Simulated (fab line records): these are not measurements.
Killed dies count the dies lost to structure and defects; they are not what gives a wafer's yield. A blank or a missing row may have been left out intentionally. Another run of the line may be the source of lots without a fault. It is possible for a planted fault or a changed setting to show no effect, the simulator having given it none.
Code-filled problem report in 8D (eight disciplines) form | flow n5Finfet | the parts of the form that need people (team, actions taken, sign-off) are left out

## 1. WHAT IS WRONG
Mean GC_FILL_THK at N5_GATE_CUT_THK_MEAS_24: 262.0 nm over 4 wafers in 2 lots; fault-free wafers: 220.0 nm, standard deviation 1.9. Relative to the usual mean, that is a shift of +22 standard deviations.
Seen first at day 8 19:28 on filmMetro-02, wafer L705.4. Wafers with a number at this step in the record: 27, from 9 lots. Rule for "out", or "out of limits": more than 4 standard deviations from the usual mean. The rest of the wafers with a number are treated as sound.

## 2. WHAT IT IS AND WHAT IT IS NOT
question                    | is                             | is not
which readings at this step | GC_FILL_THK                    | -
which lots                  | L705, L708                     | L690, L694, L696, L699, L700, L707, L711
which wafers of those lots  | L705.4, L708.4, L708.5, L708.6 | L705.1, L705.3
read on which gauges        | filmMetro-01, filmMetro-02     | -
when                        | from day 8 19:28               | up to then (17 sound wafers); but 6 sound wafers of L707, L711 came after

## 3. WHAT RULES OUT EACH SUSPECT
Counting: a tool at a process step up to the reading stays a suspect if it ran every lot that is out. Sound lots after the first of them don't rule it out here, since some wafers of a struck lot are sound.
- the gauge at N5_GATE_CUT_THK_MEAS_24 is ruled out. The wafers that are out were read on 2 gauges (filmMetro-01, filmMetro-02).
- pecvd-01 at N5_GATE_CUT_HM_DEP_46 (deposits SiO2 from TEOS/O2, target thk 130 nm, time 26.6 s): kept. It processed each lot that is out (first: L705, day 8 16:16); up to then, its last sound lot is L700 (day 7 12:59).
- rieMetal-01 at N5_GATE_CUT_CUT_ETCH_54 (etches TiN in Cl2/BCl3, target depth 96.7 nm): kept. It processed each lot that is out (first: L705, day 8 17:17); up to then, its last sound lot is L700 (day 7 13:55).
- rieMetal-01 at N5_GATE_CUT_CUT_ETCH_55 (etches HfO2 in BCl3, target depth 3.2 nm): kept. It processed each lot that is out (first: L705, day 8 17:21); up to then, its last sound lot is L700 (day 7 13:58).
The count leaves pecvd-01 at N5_GATE_CUT_HM_DEP_46, rieMetal-01 at N5_GATE_CUT_CUT_ETCH_54, and rieMetal-01 at N5_GATE_CUT_CUT_ETCH_55.

## 4. THE CAUSE (what the simulator had put in)
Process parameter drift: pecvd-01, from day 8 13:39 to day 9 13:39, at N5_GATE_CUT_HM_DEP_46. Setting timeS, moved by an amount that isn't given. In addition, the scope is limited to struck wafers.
Counting leaves 3 suspects; this tool is one of them.

## 5. THE CHAIN OF EFFECTS, in route order
Each row: a reading where the mean over the struck wafers with a number is more than 3 standard deviations away from the usual. Scope: only readings with a usual standard deviation given in the record; hours: median across lots of the time from each lot's start at the first step in this table that gives one to its start at this step; sigmas: change in usual standard deviations.
hours | step                    | reading          | usual    | on struck wafers | change | sigmas
0     | N5_GATE_CUT_HM_OPEN_40  | etchRfOnTimeS    | 94.2 s   | 123.2            | +29.0  | +17
2     | N5_GATE_CUT_THK_MEAS_24 | GC_FILL_THK      | 220.0 nm | 262.0            | +42.0  | +22
203   | N5_PASSIVATION_PROBE_49 | killedAtContacts | 11       | 38               | +27    | +4.2
203   | N5_PASSIVATION_PROBE_49 | killedAtOther    | 3        | 14               | +11    | +3.5
203   | N5_PASSIVATION_PROBE_49 | killedShort      | 33       | 59               | +26    | +3.2
It contains these process steps:
- N5_GATE_CUT_HM_OPEN_40: chemistry C4F6/O2, target SiO2, target depth 139 nm, time 85.1 s.
- N5_PASSIVATION_PROBE_49

## 6. HOW IT WOULD HAVE BEEN CAUGHT EARLIER
The first out-of-limits reading at a measuring or inspecting step in this record came at day 8 19:28, 6 hours after the fault's start at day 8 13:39.
An alarm limit of 4 standard deviations would not have fired on the tool readings at N5_GATE_CUT_HM_DEP_46 for which the record gives a usual standard deviation, since none of them was out on any struck wafer.
Lots out: 2; of these, L708 started N5_GATE_CUT_HM_DEP_46 on pecvd-01 after day 8 19:28. Holding the tool at that time would have saved it.
